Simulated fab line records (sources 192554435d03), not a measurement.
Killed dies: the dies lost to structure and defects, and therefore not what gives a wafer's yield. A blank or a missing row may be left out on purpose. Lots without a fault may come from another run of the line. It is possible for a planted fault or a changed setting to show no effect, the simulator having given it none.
The tool behind it: which one? | flow n5-finfet | 30 wafers from 10 lots sampled at 5 of the route's 1938 steps

WHAT THE GAUGES SHOWED, per wafer
N5_HKMG_FIN_INSPECT_28: inspects for defects (darkfield). Usual: raw-defect-count reads 40 (standard deviation 17).
lot  | measured    | on                | raw-defect-count | flag
L419 | day 4 10:13 | defect-inspect-01 | 46 33 31         |
L422 | day 5 02:55 | defect-inspect-02 | 62 24 31         |
L423 | day 5 22:44 | defect-inspect-02 | 34 45 27         |
L424 | day 5 23:51 | defect-inspect-01 | 12 9 17          |
L425 | day 6 02:00 | defect-inspect-01 | 23 43 37         |
L429 | day 6 21:01 | defect-inspect-01 | 19 43 31         |
L431 | day 7 14:53 | defect-inspect-01 | 36 16 28         |
L432 | day 7 17:04 | defect-inspect-01 | 39 27 20         |
L435 | day 8 09:16 | defect-inspect-02 | 46 72 57         |
L439 | day 9 09:29 | defect-inspect-01 | 49 36 47         |

N5_BEOL_M4_RC_MEAS_101. Usual: DIBL_N 36.2 mV/V, standard deviation 1.2; DIBL_P 36.3 mV/V, standard deviation 1.3; IOFF_N 0.155 nA/um, standard deviation 0.019; IOFF_P 0.210 nA/um, standard deviation 0.029; ION_N 677 uA/um, standard deviation 8.6; ION_P 465 uA/um, standard deviation 6.8; SS_N 71.4 mV/dec, standard deviation 0.48; SS_P 73.2 mV/dec, standard deviation 0.53; VT_N 249.9 mV, standard deviation 2.4; VT_P -250 mV, standard deviation 3.2.
lot  | measured     | on        | DIBL_N (mV/V)  | DIBL_P (mV/V)  | IOFF_N (nA/um)    | IOFF_P (nA/um)    | ION_N (uA/um) | ION_P (uA/um) | SS_N (mV/dec)  | SS_P (mV/dec)  | VT_N (mV)         | VT_P (mV)      | flag
L419 | day 7 14:26  | prober-02 | 36.5 36.3 37.5 | 36.8 36.4 37.9 | 0.157 0.153 0.178 | 0.199 0.198 0.220 | 672 673 685   | 464 459 469   | 71.7 71.1 71.9 | 72.9 73.6 72.6 | 250.5 251.6 249.3 | -252 -250 -250 |
L422 | day 8 20:08  | prober-01 | 34.5 34.6 34.0 | 35.1 34.9 34.1 | 0.138 0.140 0.121 | 0.196 0.194 0.177 | 682 670 664   | 470 465 456   | 70.4 70.7 70.3 | 73.4 72.7 72.9 | 250.0 251.1 253.0 | -249 -251 -254 |
L429 | day 11 05:05 | prober-01 | 34.4 36.1 37.6 | 33.4 36.1 37.4 | 0.117 0.154 0.181 | 0.192 0.227 0.253 | 669 680 684   | 470 474 470   | 70.6 71.4 71.6 | 72.5 73.4 74.0 | 253.2 250.9 246.6 | -245 -247 -247 |
L431 | day 11 21:41 | prober-01 | 35.9 34.9 37.9 | 36.1 34.8 38.3 | 0.138 0.127 0.181 | 0.197 0.173 0.234 | 662 664 681   | 462 461 466   | 71.7 71.5 72.2 | 73.6 72.1 73.4 | 251.8 252.5 248.7 | -250 -252 -250 |
L432 | day 12 04:12 | prober-01 | 37.0 35.7 39.4 | 35.5 34.1 38.0 | 0.158 0.138 0.196 | 0.207 0.196 0.252 | 678 683 681   | 463 472 469   | 71.4 71.5 71.9 | 73.4 72.2 73.3 | 250.1 250.8 247.5 | -250 -245 -245 |
L435 | day 12 16:52 | prober-01 | 34.9 35.5 35.7 | 35.2 36.2 36.4 | 0.129 0.147 0.152 | 0.162 0.182 0.187 | 666 669 672   | 449 455 453   | 71.6 71.6 72.4 | 72.5 73.1 73.1 | 256.9 251.4 251.7 | -258 -253 -254 |
L439 | day 13 15:44 | prober-02 | 34.4 35.5 35.8 | 35.3 36.5 36.0 | 0.122 0.139 0.135 | 0.160 0.180 0.172 | 668 681 664   | 457 462 452   | 70.6 71.3 71.3 | 72.8 73.1 72.6 | 253.7 249.6 249.5 | -255 -254 -251 |

WHAT TOOL EACH LOT RAN ON (gives the tool, then ch and the chambers of the sampled wafers, and finally the start)
lot  | N5_HKMG_FIN_ETCH_67               | N5_HKMG_FIN_ALD_72           | N5_GATE_CUT_ETCHBACK_00
L419 | rie-diel-04 ch 0,2, day 4 08:14   | cvd-w-02 ch 0,1, day 4 09:20 | rie-metal-03 ch 0,1, day 4 10:15
L422 | rie-diel-04 ch 0,1, day 5 00:55   | cvd-w-02 ch 0,1, day 5 02:02 | rie-metal-02 ch 0,1, day 5 02:59
L423 | rie-diel-02 ch 1,2,3, day 5 20:44 | cvd-w-01 ch 0,1, day 5 21:51 | -
L424 | rie-diel-01 ch 0,1,2, day 5 21:40 | cvd-w-02 ch 0,1, day 5 22:46 | -
L425 | rie-diel-04 ch 1,2, day 6 00:01   | cvd-w-01 ch 0,1, day 6 01:07 | -
L429 | rie-diel-02 ch 2,3, day 6 18:58   | cvd-w-01 ch 0,1, day 6 20:04 | rie-metal-02 ch 0, day 6 21:05
L431 | rie-diel-02 ch 1,2,3, day 7 12:43 | cvd-w-02 ch 0,1, day 7 13:53 | rie-metal-01 ch 0,1, day 7 14:57
L432 | rie-diel-02 ch 0,1,2, day 7 15:05 | cvd-w-01 ch 0,1, day 7 16:11 | rie-metal-01 ch 1, day 7 17:07
L435 | rie-diel-02 ch 1,2,3, day 8 07:16 | cvd-w-01 ch 0,1, day 8 08:22 | rie-metal-01 ch 0,1, day 8 09:18
L439 | rie-diel-02 ch 0,1,2, day 9 07:28 | cvd-w-02 ch 0,1, day 9 08:36 | rie-metal-03 ch 0,1, day 9 09:31
- N5_HKMG_FIN_ETCH_67: etches SOC in N2/H2, stops on TiN, target depth 388.9 nm.
- N5_HKMG_FIN_ALD_72: deposits W, target thk 2 nm, pulse time 1 s, purge time 2 s.
- N5_GATE_CUT_ETCHBACK_00: etches W in SF6/Cl2.

WHAT THE TOOLS THEMSELVES READ (means of the sampled wafers that have a number; where no wafer has one, the mark that the record gives instead)
N5_HKMG_FIN_ETCH_67. Usual: drypump-motor-current-A 5.5 A, standard deviation 0.34; h2-flow-sccm 200.0 sccm, standard deviation 0.63; oes-product-au 0.80 a.u., standard deviation 0.085; rf-vpp-V 241.1 V, standard deviation 0.98; showerhead-plenum-p-Torr 2.58 Torr, standard deviation 0.059; throttle-valve-pct 17.81 %, standard deviation 0.2.
lot  | tool        | drypump-motor-current-A (A) | h2-flow-sccm (sccm) | oes-product-au (a.u.) | rf-vpp-V (V) | showerhead-plenum-p-Torr (Torr) | throttle-valve-pct (%) | flag
L419 | rie-diel-04 | 5.5                         | 199.1               | 0.84                  | 241.6        | 2.57                            | 17.79                  |
L422 | rie-diel-04 | 5.6                         | 200.2               | 0.80                  | 240.4        | 2.51                            | 17.80                  |
L423 | rie-diel-02 | 5.1                         | 200.0               | 0.77                  | 240.7        | 2.58                            | 17.77                  |
L424 | rie-diel-01 | 5.7                         | 200.3               | 0.83                  | 241.9        | 2.67                            | 17.63                  |
L425 | rie-diel-04 | 5.4                         | 200.2               | 0.91                  | 240.8        | 2.53                            | 17.77                  |
L429 | rie-diel-02 | 5.4                         | 200.4               | 0.74                  | 241.1        | 2.57                            | 17.69                  |
L431 | rie-diel-02 | 5.1                         | 200.7               | 0.77                  | 240.2        | 2.58                            | 17.78                  |
L432 | rie-diel-02 | 5.3                         | 199.1               | 0.74                  | 240.9        | 2.58                            | 18.00                  |
L435 | rie-diel-02 | 5.1                         | 200.0               | 0.76                  | 241.6        | 2.58                            | 17.80                  |
L439 | rie-diel-02 | 5.3                         | 200.4               | 0.73                  | 241.4        | 2.57                            | 18.03                  |

N5_HKMG_FIN_ALD_72. Usual: chamber-pressure-Torr 7.502 Torr, standard deviation 0.015; heater-power-w 495 W, standard deviation 46; precursor-pulse-height-rel 1.000, standard deviation 0.021.
lot  | tool     | chamber-pressure-Torr (Torr) | heater-power-w (W) | precursor-pulse-height-rel | flag
L419 | cvd-w-02 | 7.499                        | 449                | 0.987                      |
L422 | cvd-w-02 | 7.497                        | 452                | 0.978                      |
L423 | cvd-w-01 | -                            | -                  | -                          | OFF
L424 | cvd-w-02 | -                            | -                  | -                          | OFF
L425 | cvd-w-01 | -                            | -                  | -                          | OFF
L429 | cvd-w-01 | 7.519                        | 552                | 0.991                      |
L431 | cvd-w-02 | 7.500                        | 453                | 1.000                      |
L432 | cvd-w-01 | 7.484                        | 534                | 1.009                      |
L435 | cvd-w-01 | 7.490                        | 543                | 0.994                      |
L439 | cvd-w-02 | 7.513                        | 460                | 0.995                      |

N5_GATE_CUT_ETCHBACK_00. Usual: drypump-motor-current-A 5.6 A, standard deviation 0.41; he-backside-leak-sccm 3.35 sccm, standard deviation 0.17; oes-product-au 0.81 a.u., standard deviation 0.084; throttle-valve-pct 27.44 %, standard deviation 0.22.
lot  | tool         | drypump-motor-current-A (A) | he-backside-leak-sccm (sccm) | oes-product-au (a.u.) | throttle-valve-pct (%) | flag
L419 | rie-metal-03 | 5.9                         | 3.31                         | 0.71                  | 27.45                  |
L422 | rie-metal-02 | 5.8                         | 3.48                         | 0.77                  | 27.30                  |
L429 | rie-metal-02 | 5.6                         | 3.46                         | 0.77                  | 27.24                  |
L431 | rie-metal-01 | 5.3                         | 3.44                         | 0.87                  | 27.46                  |
L432 | rie-metal-01 | 5.3                         | 3.30                         | 0.87                  | 27.41                  |
L435 | rie-metal-01 | 5.3                         | 3.34                         | 0.87                  | 27.50                  |
L439 | rie-metal-03 | 6.2                         | 3.30                         | 0.86                  | 27.53                  |

THE ANSWER, worked out from the rows above alone
Rule: lot off if the mean of its wafers having a number is beyond 3 standard deviations from the usual mean. Also off: a lot with no number at a reading for which 4 or more lots have one. Where the step has rows for the other lots, those lots are counted as sound. Order of review: gauges by route order, followed by the tools' own readings, for which a lot's mean as printed above is used. The first step at which some lot is off is used, and at that step the reading that is off furthest; a lot without a number counts as furthest.
Off, at N5_HKMG_FIN_ALD_72 on chamber-pressure-Torr: L423, L424, L425. Without a number there: L423, L424, L425.
A tool fits if, at that step or a process step before it, it ran every lot that is off, and no sound lot after the first of them. None of those tried fits.

WHAT THE SIMULATOR PUT IN
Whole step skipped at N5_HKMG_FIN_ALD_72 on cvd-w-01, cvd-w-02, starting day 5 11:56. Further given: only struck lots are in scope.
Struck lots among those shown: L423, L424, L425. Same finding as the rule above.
